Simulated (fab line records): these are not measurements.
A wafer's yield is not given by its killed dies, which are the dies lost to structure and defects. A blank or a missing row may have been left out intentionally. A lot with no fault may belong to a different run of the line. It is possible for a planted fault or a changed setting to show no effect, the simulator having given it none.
Comparing a struck lot with a sound one / flow n5 finfet / 16 out of 1938 route steps
Sound: these wafers, L902.2, L902.5, L902.6. Wafers struck: L905.1, L905.4, L905.6. The cause is given at the end.
Per side, at each step with rows, come the tool, then ch with its chambers, and then its first start. Under that, the readings that differ: sound wafers / struck wafers / difference of the means / sigmas: that difference in standard deviations of wafers without a fault.
alike: readings whose means differ by less than 2 such deviations, and words and numbers that are the same on both sides. not compared: withheld readings, readings that some wafer has no value for, bounds like >300 that may hide the same value, and numbers for which the record gives no deviation and whose values overlap.
A row with sigmas, a row that says differs or no value, or rows on one side alone: a step with any of these is where the two part. Non-overlapping numbers with no deviation appear without sigmas and do not part them. Lack of a reading on every wafer of one side parts them only where that side has two or more wafers.

first, 1 step without rows for these wafers: N5_BEOL_M3_DEVELOP_27 (develop time 30 s).
N5_BEOL_M3_CD_MEAS_28: target cd 25.7 nm, target cd y 23.3 nm.
  sound on cd sem-02 ch 0, day 10 21:17; struck on cd sem-03 ch 0, day 11 19:08
  alike: cd nm
N5_BEOL_M3_OVL_MEAS_29:
  sound on overlay-02 ch 0, day 10 21:19; struck on overlay-01 ch 0, day 11 19:10
  alike: V2_OVL
N5_BEOL_M3_INSPECT_30: inspects for defects (brightfield).
  sound on defect inspect-02, day 10 21:22; struck on defect inspect-01, day 11 19:13
  alike: raw defect count
N5_BEOL_M3_DESCUM_33: chemistry O2, time 7 s.
  sound on rie diel-01 ch 0,3, day 10 21:24; struck on rie diel-01 ch 0,1,3, day 11 19:15
  alike: bias power w, drypump motor current A, oes product au, rf vpp V, showerhead plenum p Torr, throttle valve pct
  not compared: rf hours counter h
N5_BEOL_M3_ETCH_77: etches underlayer in N2/H2, target depth 6.5 nm, time 5.2 s.
  sound on rie diel-01 ch 0,3, day 10 21:26; struck on rie diel-01 ch 0,1,3, day 11 19:17
  alike: bias w, drypump motor current A, etch rf on time s, h2 flow sccm, oes product au, rf vpp V, showerhead plenum p Torr, throttle valve pct
  not compared: rf hours counter h
N5_BEOL_M3_ETCH_69: etches SiARC in CF4, target depth 15.6 nm, time 26 s.
  sound on rie diel-01 ch 0,3, day 10 21:27; struck on rie diel-01 ch 0,1,3, day 11 19:18
  alike: bias w, cf4 flow sccm, drypump motor current A, etch rf on time s, mfc ar sccm, oes product au, rf vpp V, showerhead plenum p Torr, throttle valve pct
  not compared: rf hours counter h
N5_BEOL_M3_ALD_98: deposits SiO2, target thk 2.5 nm, pulse time 1 s, co reactant pulse time 1 s.
  sound on ald sin-03 ch 0,2,3, day 10 21:32; struck on ald sin-04 ch 2,3, day 11 19:23
  alike: heater power outer w, heater power w, precursor pulse height rel
  not compared: since wet clean h
then, 1 step without rows for these wafers: N5_BEOL_M3_ETCHBACK_99 (etches SiO2 in CHF3, target depth 5 nm, time 10.4 s).
N5_BEOL_M3_ETCH_70: etches SOC in N2/H2, target depth 80 nm, overetch 16 nm, time 120 s.
  sound on rie diel-01 ch 0,1, day 10 21:41; struck on rie diel-01 ch 0,1, day 11 19:57
  alike: bias w, drypump motor current A, h2 flow sccm, oes product au, rf vpp V, showerhead plenum p Torr, throttle valve pct
  not compared: rf hours counter h
then, 2 steps without rows for these wafers: N5_BEOL_M3_STRIP_71 (strips in N2/H2); N5_BEOL_M3_STRIP_78 (strips in N2/H2).
N5_BEOL_M3_VIA_ETCH_34: etches the open film in C4F6/O2, target depth 69.4 nm, time 65.9 s.
  sound on rie diel-01 ch 0,1, day 10 21:47; struck on rie diel-01 ch 0,1, day 11 20:03
reading=bias w (W); sound=169.5 170.4 170.1; struck=187.2 187.8 188.1; difference=+17.7; sigmas=+33
reading=rf vpp V (V); sound=675 675 641; struck=697 731 697; difference=+45; sigmas=+3
  alike: drypump motor current A, mfc ar sccm, oes product au, showerhead plenum p Torr, throttle valve pct
  not compared: rf hours counter h, model.etch.depth nm, model.SOC_of_BEOL_M3_COAT_67.thk nm
then, 1 step without rows for these wafers: N5_BEOL_M3_STRIP_83 (strips in C4F6/O2).
N5_BEOL_M4_RC_MEAS_101:
  sound on prober-02 ch 0, day 11 13:58; struck on prober-01 ch 0, day 12 09:20
  alike: DIBL_N, DIBL_P, IOFF_N, IOFF_P, ION_N, ION_P, SS_N, SS_P, VT_N, VT_P
-- a jump in the record: the struck wafers' starts before and after are 4 days apart (it breaks off in module BEOL_M4 and resumes in module PASSIVATION, where the first step shown is number 1936 of the route) --
N5_PASSIVATION_PROBE_49:
  sound on prober-02, day 15 15:02; struck on prober-01, day 15 23:47
reading=killed_at_M4_up; sound=7 19 29; struck=5 10; difference=-11; sigmas=-2
  alike: defect limited yield, killed_at_M0_to_M3, killed at contacts, killed at front end, killed at other, killed dies, killed on rim, killed open, killed short, sort_bin_5_function, sort_bin_6_memory, sort n pass, sort yield pct

== WHERE THEY PART ==
Earliest at N5_BEOL_M3_VIA_ETCH_34; latest, in this record, at N5_PASSIVATION_PROBE_49.

WHY: what the simulator had put in
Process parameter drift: rie diel-01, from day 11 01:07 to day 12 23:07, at N5_BEOL_M3_VIA_ETCH_34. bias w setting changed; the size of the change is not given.
